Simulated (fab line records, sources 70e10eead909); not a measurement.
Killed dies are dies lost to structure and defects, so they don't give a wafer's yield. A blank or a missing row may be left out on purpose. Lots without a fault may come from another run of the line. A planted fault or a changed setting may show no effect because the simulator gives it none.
A struck lot beside a sound one | flow nand_harc | 15 steps out of a route of 1302
Sound: wafers L278.2, L278.3, L278.5. Struck: wafers L284.2, L284.4, L284.6. The cause comes at the end.
At each step with rows: each side's tool, then ch and its chambers, then its first start. Under that, the readings that differ: sound wafers | struck wafers | difference of the means | sigmas: that difference in standard deviations of wafers without a fault.
alike: readings whose means differ by less than 2 such deviations, and words and numbers that are the same on both sides. not compared: withheld readings, readings that some wafer has no value for, bounds like >300 that may hide the same value, and numbers for which the record gives no deviation and whose values overlap.
The two part at a step that has a row with sigmas, a row that says differs or no value, or rows on one side only. Numbers that don't overlap but have no deviation are shown without sigmas and don't part them. A reading that every wafer of one side lacks parts them only if that side has two wafers or more.

NHARC_A_M1_OVL_MEAS_10: pitch 240 nm.
  sound on overlay-02, day 24 05:11; struck on overlay-02, day 26 21:32
  alike: overlay_x_nm, overlay_y_nm
NHARC_A_M1_INSPECT_11:
  sound on defect_inspect-01, day 24 05:13; struck on defect_inspect-02, day 26 21:34
  alike: raw_defect_count
NHARC_A_M1_DESCUM_14: chemistry O2, time 3 s.
  sound on rie_diel-06 ch 0,2, day 24 05:17; struck on rie_diel-13 ch 1,3, day 26 21:37
  alike: drypump_motor_current_A, oes_product_au, rf_vpp_V, showerhead_plenum_p_Torr, throttle_valve_pct
  not compared: rf_hours_counter_h
then, 2 steps without rows for these wafers: NHARC_A_M1_ETCH_35 (etches the open film in N2/H2, target depth 40 nm, overetch 12 nm, time 43.94 s); NHARC_A_M1_ETCH_15 (etches the open film in C4F8/Ar, target depth 182.5 nm, time 91.2 s).
NHARC_A_M1_CD_MEAS_16:
  sound on cd_sem-02, day 24 05:35; struck on cd_sem-02, day 26 21:56
  alike: cd_nm
NHARC_A_M1_STRIP_18: strips in N2/H2.
  sound on rie_diel-06 ch 0,2,3, day 24 05:41; struck on rie_diel-11 ch 0,3, day 26 22:00
  alike: drypump_motor_current_A, oes_product_au, rf_vpp_V, showerhead_plenum_p_Torr, throttle_valve_pct
  not compared: rf_hours_counter_h
then, 2 steps without rows for these wafers: NHARC_A_M1_ETCH_28 (etches the open film in CF4/N2, target depth 30 nm, time 72.99 s); NHARC_A_M1_STRIP_19 (strips in post etch residue remover, time 600 s).
NHARC_A_M1_DEGAS_29: time 60 s.
  sound on pvd_sputter-03, day 24 06:18; struck on pvd_sputter-02, day 26 22:38
  alike: heater_power_w
NHARC_A_M1_PRE_CLEAN_30: time 30 s.
  sound on pvd_sputter-03; struck on pvd_sputter-02
  alike: heater_power_w
NHARC_A_M1_PVD_20: deposits TaN, target thk 5 nm, time 8.06 s.
  sound on pvd_sputter-03; struck on pvd_sputter-02
  alike: bias_v, cathode_dc_power_W, throttle_valve_pct
NHARC_A_M1_PVD_21: deposits Cu, target thk 30 nm, time 20.49 s.
  sound on pvd_sputter-03, day 24 06:32; struck on pvd_sputter-02, day 26 22:52
  no value came back on the struck wafers for cathode_dc_power_W (W), chamber_pressure_pa (Pa), throttle_valve_pct (%), time_s (s); on the sound wafers cathode_dc_power_W (W) reads 4998.9 5000.0 4998.8
then, 1 step without rows for these wafers: NHARC_A_M1_ECD_22 (material Cu, target thk 400 nm).
NHARC_END_SORT_01:
  sound on prober-02 ch 0, day 25 18:37; struck on prober-01 ch 0, day 28 09:13
  reading                  | sound          | struck         | difference | sigmas
  defect_limited_yield (%) | 95.9 97.2 96.8 | 0 0 0          | -97        | -40
  killed_at_array          | 22 15 20       | 668 669 668    | +649       | +41
  killed_dies              | 28 19 22       | 677 677 677    | +654       | +41
  sort_bin_2_pct (%)       | 0.9 1.3 1.5    | 95.4 96.8 95.4 | +94.6      | +95
  sort_n_pass              | 649 658 655    | 0 0 0          | -654       | -41
  sort_rim_yield_pct (%)   | 94 91 93       | 0 0 0          | -93        | -22
  sort_yield_pct (%)       | 95.9 97.2 96.8 | 0 0 0          | -97        | -40
  alike: killed_at_other, killed_at_periphery, killed_open, killed_short, sort_bin_3_pct, sort_bin_4_pct

WHERE THEY PART
First at NHARC_A_M1_PVD_21; last, within this record, at NHARC_END_SORT_01.

WHY: what the simulator had put in
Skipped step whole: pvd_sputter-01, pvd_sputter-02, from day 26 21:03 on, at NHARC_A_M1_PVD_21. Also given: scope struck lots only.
